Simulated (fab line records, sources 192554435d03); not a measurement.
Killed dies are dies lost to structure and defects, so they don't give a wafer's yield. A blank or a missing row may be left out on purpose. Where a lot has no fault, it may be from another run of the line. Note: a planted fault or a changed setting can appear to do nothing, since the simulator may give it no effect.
The tool behind it: which one? :: flow n5 finfet :: 24 wafers from 8 lots sampled at 7 of the route's 1938 steps

== WHAT THE GAUGES READ, wafer by wafer ==
N5_FIN_SAQP_THK_MEAS_07. Usual: thk nm 60.2 nm, standard deviation 0.84.
lot: L259
measured: day 3 03:19
on: film metro-02
thk nm (nm): 59.1 60.1 60.8
flag: 

lot: L261
measured: day 3 15:29
on: film metro-01
thk nm (nm): 24.8 24.8 25.4
flag: OFF

lot: L262
measured: day 3 21:14
on: film metro-01
thk nm (nm): 25.2 25.3 25.1
flag: OFF

lot: L263
measured: day 4 03:08
on: film metro-01
thk nm (nm): 25.3 25.6 25.2
flag: OFF

lot: L267
measured: day 5 02:52
on: film metro-01
thk nm (nm): 59.0 59.1 60.2
flag: 

lot: L271
measured: day 6 03:43
on: film metro-01
thk nm (nm): 58.5 59.1 60.2
flag: 

lot: L273
measured: day 6 15:18
on: film metro-02
thk nm (nm): 59.6 59.1 60.6
flag: 

lot: L276
measured: day 7 09:17
on: film metro-02
thk nm (nm): 60.1 61.3 60.4
flag: 

N5_FIN_SAQP_CD_MEAS_27: target cd 20 nm. Usual: cd nm 20.26 nm, standard deviation 0.23.
lot: L259
measured: day 3 06:01
on: cd sem-01
cd nm (nm): 20.11 19.96 20.23
flag: 

lot: L261
measured: day 3 18:07
on: cd sem-01
cd nm (nm): - - -
flag: OFF

lot: L262
measured: day 3 23:49
on: cd sem-02
cd nm (nm): - - -
flag: OFF

lot: L263
measured: day 4 05:43
on: cd sem-03
cd nm (nm): - - -
flag: OFF

lot: L267
measured: day 5 05:36
on: cd sem-02
cd nm (nm): 20.38 20.16 20.19
flag: 

lot: L271
measured: day 6 06:46
on: cd sem-03
cd nm (nm): 20.14 20.17 20.32
flag: 

lot: L273
measured: day 6 17:52
on: cd sem-03
cd nm (nm): 20.49 20.30 20.26
flag: 

lot: L276
measured: day 7 12:13
on: cd sem-02
cd nm (nm): 20.09 20.31 20.01
flag: 

N5_BEOL_M4_RC_MEAS_101. Usual: DIBL_N 36.4 mV/V, standard deviation 1.3; DIBL_P 36.5 mV/V, standard deviation 1.7; IOFF_N 0.154 nA/um, standard deviation 0.022; IOFF_P 0.202 nA/um, standard deviation 0.025; ION_N 671 uA/um, standard deviation 9.8; ION_P 460 uA/um, standard deviation 6.8; SS_N 71.6 mV/dec, standard deviation 0.54; SS_P 73.4 mV/dec, standard deviation 0.58; VT_N 250.9 mV, standard deviation 2.8; VT_P -251.4 mV, standard deviation 2.7.
lot: L259
measured: day 9 02:28
on: prober-02
DIBL_N (mV/V): 36.6 36.0 35.3
DIBL_P (mV/V): 37.2 36.3 35.5
IOFF_N (nA/um): 0.147 0.145 0.134
IOFF_P (nA/um): 0.204 0.201 0.183
ION_N (uA/um): 679 694 665
ION_P (uA/um): 463 469 460
SS_N (mV/dec): 72.0 71.6 71.7
SS_P (mV/dec): 73.4 72.9 73.3
VT_N (mV): 249.0 250.9 251.9
VT_P (mV): -249.7 -250.8 -252.3
flag: 

lot: L267
measured: day 10 14:43
on: prober-02
DIBL_N (mV/V): 36.2 35.1 34.2
DIBL_P (mV/V): 36.7 35.4 33.9
IOFF_N (nA/um): 0.164 0.143 0.132
IOFF_P (nA/um): 0.205 0.187 0.176
ION_N (uA/um): 681 671 671
ION_P (uA/um): 464 459 458
SS_N (mV/dec): 71.7 71.8 71.3
SS_P (mV/dec): 72.6 72.5 72.5
VT_N (mV): 250.9 252.5 251.3
VT_P (mV): -250.8 -251.6 -253.4
flag: 

lot: L271
measured: day 12 04:25
on: prober-01
DIBL_N (mV/V): 34.8 35.5 36.8
DIBL_P (mV/V): 34.5 35.5 36.3
IOFF_N (nA/um): 0.125 0.136 0.145
IOFF_P (nA/um): 0.172 0.194 0.209
ION_N (uA/um): 655 660 659
ION_P (uA/um): 449 458 458
SS_N (mV/dec): 71.9 71.4 71.2
SS_P (mV/dec): 72.9 73.9 73.0
VT_N (mV): 256.1 254.0 250.3
VT_P (mV): -255.7 -254.8 -253.4
flag: 

lot: L273
measured: day 12 18:36
on: prober-01
DIBL_N (mV/V): 35.8 38.0 36.2
DIBL_P (mV/V): 35.5 37.1 35.9
IOFF_N (nA/um): 0.135 0.161 0.139
IOFF_P (nA/um): 0.225 0.260 0.243
ION_N (uA/um): 662 656 655
ION_P (uA/um): 466 461 458
SS_N (mV/dec): 70.9 72.7 71.7
SS_P (mV/dec): 73.0 73.9 73.3
VT_N (mV): 253.4 249.9 252.5
VT_P (mV): -250.0 -247.8 -245.9
flag: 

lot: L276
measured: day 13 22:59
on: prober-01
DIBL_N (mV/V): 34.7 35.0 35.2
DIBL_P (mV/V): 34.7 35.3 36.0
IOFF_N (nA/um): 0.130 0.134 0.145
IOFF_P (nA/um): 0.191 0.199 0.215
ION_N (uA/um): 662 679 672
ION_P (uA/um): 459 466 464
SS_N (mV/dec): 71.6 70.6 71.2
SS_P (mV/dec): 72.5 72.7 72.4
VT_N (mV): 253.3 251.0 250.8
VT_P (mV): -251.2 -248.1 -249.1
flag: 

== WHAT TOOL EACH LOT RAN ON (gives the tool, then ch and the chambers of the sampled wafers, and finally the start) ==
lot: L259
N5_PMOS_HMC_CHANNEL_EPI_DESCUM_14: rie diel-04 ch 0,1, day 2 23:35
N5_FIN_SAQP_DENSIFY_62: rtp anneal-02 ch 0, day 3 02:50
N5_FIN_SAQP_PECVD_06: pecvd-04 ch 1,2, day 3 03:13
N5_FIN_SAQP_ETCH_52: rie diel-06 ch 0,2, day 3 03:52

lot: L261
N5_PMOS_HMC_CHANNEL_EPI_DESCUM_14: rie diel-01 ch 0,2,3, day 3 11:27
N5_FIN_SAQP_DENSIFY_62: rtp anneal-01 ch 0, day 3 14:59
N5_FIN_SAQP_PECVD_06: pecvd-02 ch 0,1,2, day 3 15:24
N5_FIN_SAQP_ETCH_52: rie diel-02 ch 1,2,3, day 3 16:10

lot: L262
N5_PMOS_HMC_CHANNEL_EPI_DESCUM_14: rie diel-03 ch 1,2,3, day 3 17:16
N5_FIN_SAQP_DENSIFY_62: rtp anneal-01 ch 0, day 3 20:44
N5_FIN_SAQP_PECVD_06: pecvd-02 ch 0,1,2, day 3 21:09
N5_FIN_SAQP_ETCH_52: rie diel-02 ch 2,3, day 3 21:55

lot: L263
N5_PMOS_HMC_CHANNEL_EPI_DESCUM_14: rie diel-03 ch 1,2,3, day 3 23:16
N5_FIN_SAQP_DENSIFY_62: rtp anneal-01 ch 0, day 4 02:40
N5_FIN_SAQP_PECVD_06: pecvd-04 ch 0,1,2, day 4 03:03
N5_FIN_SAQP_ETCH_52: rie diel-02 ch 0,1,2, day 4 03:49

lot: L267
N5_PMOS_HMC_CHANNEL_EPI_DESCUM_14: rie diel-01 ch 0,1, day 4 22:56
N5_FIN_SAQP_DENSIFY_62: rtp anneal-02 ch 0, day 5 02:21
N5_FIN_SAQP_PECVD_06: pecvd-02 ch 0,2, day 5 02:46
N5_FIN_SAQP_ETCH_52: rie diel-06 ch 2,3, day 5 03:41

lot: L271
N5_PMOS_HMC_CHANNEL_EPI_DESCUM_14: rie diel-03 ch 0,1,3, day 5 23:35
N5_FIN_SAQP_DENSIFY_62: rtp anneal-02 ch 0, day 6 03:13
N5_FIN_SAQP_PECVD_06: pecvd-02 ch 0,2, day 6 03:38
N5_FIN_SAQP_ETCH_52: rie diel-06 ch 2,3, day 6 04:25

lot: L273
N5_PMOS_HMC_CHANNEL_EPI_DESCUM_14: rie diel-04 ch 0,1,2, day 6 11:31
N5_FIN_SAQP_DENSIFY_62: rtp anneal-01 ch 0, day 6 14:47
N5_FIN_SAQP_PECVD_06: pecvd-03 ch 0,1, day 6 15:13
N5_FIN_SAQP_ETCH_52: rie diel-06 ch 1,3, day 6 15:51

lot: L276
N5_PMOS_HMC_CHANNEL_EPI_DESCUM_14: rie diel-04 ch 1,2, day 7 05:35
N5_FIN_SAQP_DENSIFY_62: rtp anneal-02 ch 0, day 7 08:50
N5_FIN_SAQP_PECVD_06: pecvd-04 ch 1,2, day 7 09:11
N5_FIN_SAQP_ETCH_52: rie diel-06 ch 0,2, day 7 10:04
- N5_PMOS_HMC_CHANNEL_EPI_DESCUM_14: chemistry O2, time 7.9 s.
- N5_FIN_SAQP_DENSIFY_62: time 60 s.
- N5_FIN_SAQP_PECVD_06: deposits a-Si from SiH4/He, target thk 60 nm, time 48.1 s.
- N5_FIN_SAQP_ETCH_52: etches SOC in N2/H2, target depth 100 nm, overetch 20 nm, time 150 s.

== WHAT THE TOOLS THEMSELVES READ (means of the sampled wafers that have a number; where no wafer has one, the mark that the record gives instead) ==
N5_PMOS_HMC_CHANNEL_EPI_DESCUM_14. Usual: drypump motor current A 5.6 A, standard deviation 0.42; oes product au 0.82 a.u., standard deviation 0.1; rf vpp V 243.4 V, standard deviation 1.4; showerhead plenum p Torr 2.11 Torr, standard deviation 0.084; throttle valve pct 20.45 %, standard deviation 0.21.
lot: L259
tool: rie diel-04
drypump motor current A (A): 5.7
oes product au (a.u.): 0.83
rf vpp V (V): 243.9
showerhead plenum p Torr (Torr): 2.08
throttle valve pct (%): 20.22
flag: 

lot: L261
tool: rie diel-01
drypump motor current A (A): 5.3
oes product au (a.u.): 0.88
rf vpp V (V): 243.6
showerhead plenum p Torr (Torr): 2.15
throttle valve pct (%): 20.41
flag: 

lot: L262
tool: rie diel-03
drypump motor current A (A): 5.4
oes product au (a.u.): 0.91
rf vpp V (V): 243.7
showerhead plenum p Torr (Torr): 2.14
throttle valve pct (%): 20.51
flag: 

lot: L263
tool: rie diel-03
drypump motor current A (A): 5.3
oes product au (a.u.): 0.90
rf vpp V (V): 244.3
showerhead plenum p Torr (Torr): 2.14
throttle valve pct (%): 20.51
flag: 

lot: L267
tool: rie diel-01
drypump motor current A (A): 5.7
oes product au (a.u.): 0.92
rf vpp V (V): 245.6
showerhead plenum p Torr (Torr): 2.24
throttle valve pct (%): 20.12
flag: 

lot: L271
tool: rie diel-03
drypump motor current A (A): 5.3
oes product au (a.u.): 0.84
rf vpp V (V): 242.1
showerhead plenum p Torr (Torr): 2.06
throttle valve pct (%): 20.51
flag: 

lot: L273
tool: rie diel-04
drypump motor current A (A): 5.7
oes product au (a.u.): 0.75
rf vpp V (V): 244.1
showerhead plenum p Torr (Torr): 2.12
throttle valve pct (%): 20.44
flag: 

lot: L276
tool: rie diel-04
drypump motor current A (A): 5.7
oes product au (a.u.): 0.80
rf vpp V (V): 243.4
showerhead plenum p Torr (Torr): 2.08
throttle valve pct (%): 20.32
flag: 

N5_FIN_SAQP_DENSIFY_62. Usual: lamp power pct 9.84 %, standard deviation 0.051; lamp_zone_1_pct 9.845 %, standard deviation 0.01; wafer_temp_C_max 703.4, standard deviation 0.64.
lot: L259
tool: rtp anneal-02
lamp power pct (%): 9.83
lamp_zone_1_pct (%): 9.841
wafer_temp_C_max: 703.9
flag: 

lot: L261
tool: rtp anneal-01
lamp power pct (%): 9.83
lamp_zone_1_pct (%): 9.840
wafer_temp_C_max: 703.1
flag: 

lot: L262
tool: rtp anneal-01
lamp power pct (%): 9.84
lamp_zone_1_pct (%): 9.842
wafer_temp_C_max: 703.8
flag: 

lot: L263
tool: rtp anneal-01
lamp power pct (%): 9.86
lamp_zone_1_pct (%): 9.852
wafer_temp_C_max: 703.6
flag: 

lot: L267
tool: rtp anneal-02
lamp power pct (%): 9.84
lamp_zone_1_pct (%): 9.840
wafer_temp_C_max: 703.2
flag: 

lot: L271
tool: rtp anneal-02
lamp power pct (%): 9.79
lamp_zone_1_pct (%): 9.836
wafer_temp_C_max: 703.2
flag: 

lot: L273
tool: rtp anneal-01
lamp power pct (%): 9.86
lamp_zone_1_pct (%): 9.844
wafer_temp_C_max: 704.7
flag: 

lot: L276
tool: rtp anneal-02
lamp power pct (%): 9.75
lamp_zone_1_pct (%): 9.846
wafer_temp_C_max: 703.4
flag: 

N5_FIN_SAQP_PECVD_06. Usual: chamber pressure Torr 3.001 Torr, standard deviation 0.0064; heater power outer w 548 W, standard deviation 80; heater power w 869 W, standard deviation 95; showerhead plenum p Torr 5.67 Torr, standard deviation 0.046; throttle valve pct 18.0 %, standard deviation 0.69.
lot: L259
tool: pecvd-04
chamber pressure Torr (Torr): 3.002
heater power outer w (W): 502
heater power w (W): 842
showerhead plenum p Torr (Torr): 5.64
throttle valve pct (%): 18.2
flag: 

lot: L261
tool: pecvd-02
chamber pressure Torr (Torr): -
heater power outer w (W): -
heater power w (W): -
showerhead plenum p Torr (Torr): -
throttle valve pct (%): -
flag: OFF

lot: L262
tool: pecvd-02
chamber pressure Torr (Torr): -
heater power outer w (W): -
heater power w (W): -
showerhead plenum p Torr (Torr): -
throttle valve pct (%): -
flag: OFF

lot: L263
tool: pecvd-04
chamber pressure Torr (Torr): -
heater power outer w (W): -
heater power w (W): -
showerhead plenum p Torr (Torr): -
throttle valve pct (%): -
flag: OFF

lot: L267
tool: pecvd-02
chamber pressure Torr (Torr): 3.003
heater power outer w (W): 541
heater power w (W): 812
showerhead plenum p Torr (Torr): 5.68
throttle valve pct (%): 17.4
flag: 

lot: L271
tool: pecvd-02
chamber pressure Torr (Torr): 3.000
heater power outer w (W): 559
heater power w (W): 852
showerhead plenum p Torr (Torr): 5.68
throttle valve pct (%): 17.6
flag: 

lot: L273
tool: pecvd-03
chamber pressure Torr (Torr): 3.005
heater power outer w (W): 606
heater power w (W): 926
showerhead plenum p Torr (Torr): 5.73
throttle valve pct (%): 18.2
flag: 

lot: L276
tool: pecvd-04
chamber pressure Torr (Torr): 3.001
heater power outer w (W): 524
heater power w (W): 874
showerhead plenum p Torr (Torr): 5.67
throttle valve pct (%): 17.6
flag: 

N5_FIN_SAQP_ETCH_52. Usual: drypump motor current A 5.9 A, standard deviation 0.36; oes product au 0.68 a.u., standard deviation 0.062; rf vpp V 522.6 V, standard deviation 2.1; showerhead plenum p Torr 2.50 Torr, standard deviation 0.07; throttle valve pct 17.96 %, standard deviation 0.23.
lot: L259
tool: rie diel-06
drypump motor current A (A): 5.8
oes product au (a.u.): 0.62
rf vpp V (V): 523.1
showerhead plenum p Torr (Torr): 2.50
throttle valve pct (%): 17.92
flag: 

lot: L261
tool: rie diel-02
drypump motor current A (A): 5.7
oes product au (a.u.): 0.68
rf vpp V (V): 522.6
showerhead plenum p Torr (Torr): 2.51
throttle valve pct (%): 18.09
flag: 

lot: L262
tool: rie diel-02
drypump motor current A (A): 6.1
oes product au (a.u.): 0.67
rf vpp V (V): 522.5
showerhead plenum p Torr (Torr): 2.51
throttle valve pct (%): 18.24
flag: 

lot: L263
tool: rie diel-02
drypump motor current A (A): 5.7
oes product au (a.u.): 0.68
rf vpp V (V): 522.5
showerhead plenum p Torr (Torr): 2.50
throttle valve pct (%): 17.99
flag: 

lot: L267
tool: rie diel-06
drypump motor current A (A): 6.0
oes product au (a.u.): 0.65
rf vpp V (V): 523.0
showerhead plenum p Torr (Torr): 2.48
throttle valve pct (%): 17.73
flag: 

lot: L271
tool: rie diel-06
drypump motor current A (A): 6.0
oes product au (a.u.): 0.64
rf vpp V (V): 522.7
showerhead plenum p Torr (Torr): 2.47
throttle valve pct (%): 17.73
flag: 

lot: L273
tool: rie diel-06
drypump motor current A (A): 6.0
oes product au (a.u.): 0.68
rf vpp V (V): 523.5
showerhead plenum p Torr (Torr): 2.51
throttle valve pct (%): 18.07
flag: 

lot: L276
tool: rie diel-06
drypump motor current A (A): 5.8
oes product au (a.u.): 0.86
rf vpp V (V): 521.5
showerhead plenum p Torr (Torr): 2.49
throttle valve pct (%): 17.52
flag: 

== THE ANSWER, worked out from the rows above alone ==
Rule: a lot is off if the mean of its wafers that have a number lies more than 3 standard deviations from the usual mean. A lot without any number at a reading at which 4 lots or more have one is off too. All remaining lots with rows at the step are treated as sound. First the gauges in route order, then the tools' own readings, where a lot's mean is used as printed above. The first step at which some lot is off is used, and at that step the reading that is off furthest; a lot without a number counts as furthest.
Off: L261, L262, L263 (N5_FIN_SAQP_THK_MEAS_07, thk nm).
A tool fits if, at a process step before that reading, it ran every lot that is off, and no sound lot after the first of them. The gauges at N5_FIN_SAQP_THK_MEAS_07 aren't tried: what is off there is off at N5_FIN_SAQP_CD_MEAS_27 too, on other tools, and a gauge's error can't cause that. Not one of the candidates tried fits.

== WHAT WAS PUT IN BY THE SIMULATOR ==
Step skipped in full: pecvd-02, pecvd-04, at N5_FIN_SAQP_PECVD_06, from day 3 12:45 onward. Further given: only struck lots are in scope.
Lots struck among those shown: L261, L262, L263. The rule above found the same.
